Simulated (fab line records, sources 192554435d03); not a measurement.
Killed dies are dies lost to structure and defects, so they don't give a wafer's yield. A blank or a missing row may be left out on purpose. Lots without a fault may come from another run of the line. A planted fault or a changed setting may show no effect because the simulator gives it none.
Chamber matching | flow n5_finfet | N5_HKMG_FIN_ETCH_55 on rie_diel-02: 4 sister chambers
The step etches SOC in N2/H2, target depth 240 nm, time 300 s. 18 wafers are shown with their chamber, then 9 later ones without.

WAFERS WITH THEIR CHAMBER
wafer  | chamber | drypump_motor_current_A (A) | showerhead_plenum_p_Torr (Torr) | oes_product_au (a.u.)
L074.1 | 2       | 5.1                         | 2.67                            | 0.75
L074.2 | 1       | 5.8                         | 2.58                            | 0.80
L074.3 | 0       | 6.2                         | 2.64                            | 0.72
L074.4 | 3       | 5.3                         | 2.61                            | 0.70
L074.5 | 0       | 6.2                         | 2.64                            | 0.72
L074.6 | 1       | 5.8                         | 2.58                            | 0.80
L077.1 | 0       | 6.2                         | 2.63                            | 0.71
L077.3 | 1       | 5.7                         | 2.57                            | 0.79
L077.6 | 1       | 5.8                         | 2.57                            | 0.79
L078.4 | 1       | 5.8                         | 2.57                            | 0.79
L078.5 | 2       | 5.1                         | 2.67                            | 0.74
L078.6 | 1       | 5.8                         | 2.57                            | 0.79
L085.1 | 2       | 5.1                         | 2.66                            | 0.73
L085.4 | 3       | 5.3                         | 2.60                            | 0.68
L085.6 | 1       | 5.8                         | 2.57                            | 0.77
L089.2 | 3       | 5.3                         | 2.60                            | 0.68
L089.3 | 2       | 5.1                         | 2.66                            | 0.73
L089.6 | 1       | 5.8                         | 2.57                            | 0.77

SIGNATURES (means of the wafers above)
reading                  | chamber 0 | chamber 1 | chamber 2 | chamber 3 | scatter within a chamber
drypump_motor_current_A  | 6.200     | 5.787     | 5.100     | 5.300     | 0.025
showerhead_plenum_p_Torr | 2.6367    | 2.5725    | 2.6650    | 2.6033    | 0.00523
oes_product_au           | 0.7167    | 0.7875    | 0.7375    | 0.6867    | 0.0106
Rule: a wafer's distance from a chamber is the root of the sum, over the readings, of the square of ((its reading less the chamber's mean) divided by the reading's scatter). The wafer belongs to the nearest chamber; if the next one is less than 2 further off, it can't be placed. The scatter: the root of (the sum of the squares of (reading less its chamber's mean) over the shown wafers, divided by (wafers less chambers)).

WAFERS WITHOUT THEIR CHAMBER
wafer  | drypump_motor_current_A (A) | showerhead_plenum_p_Torr (Torr) | oes_product_au (a.u.)
L091.2 | 5.8                         | 2.56                            | 0.77
L091.3 | 6.1                         | 2.62                            | 0.69
L091.4 | 5.3                         | 2.60                            | 0.67
L094.2 | 6.2                         | 2.62                            | 0.69
L094.3 | 5.7                         | 2.56                            | 0.75
L094.5 | 5.1                         | 2.65                            | 0.71
L097.1 | 5.3                         | 2.59                            | 0.95
L097.4 | 6.2                         | 2.61                            | 0.68
L097.5 | 5.1                         | 2.65                            | 0.71

WHICH CHAMBER EACH WENT THROUGH
wafer  | from the rows above          | in truth
L091.2 | 1                            | 1
L091.3 | 0                            | 0
L091.4 | 3                            | 3
L094.2 | 0                            | 0
L094.3 | 1                            | 1
L094.5 | 2                            | 2
L097.1 | can't be placed: 1 or 3 or 2 | 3
L097.4 | 0                            | 0
L097.5 | 2                            | 2
Placed correctly: 8 of 9. Can't be placed from these rows: 1 (the true chamber is among the candidates in 1). Placed wrongly: 0.
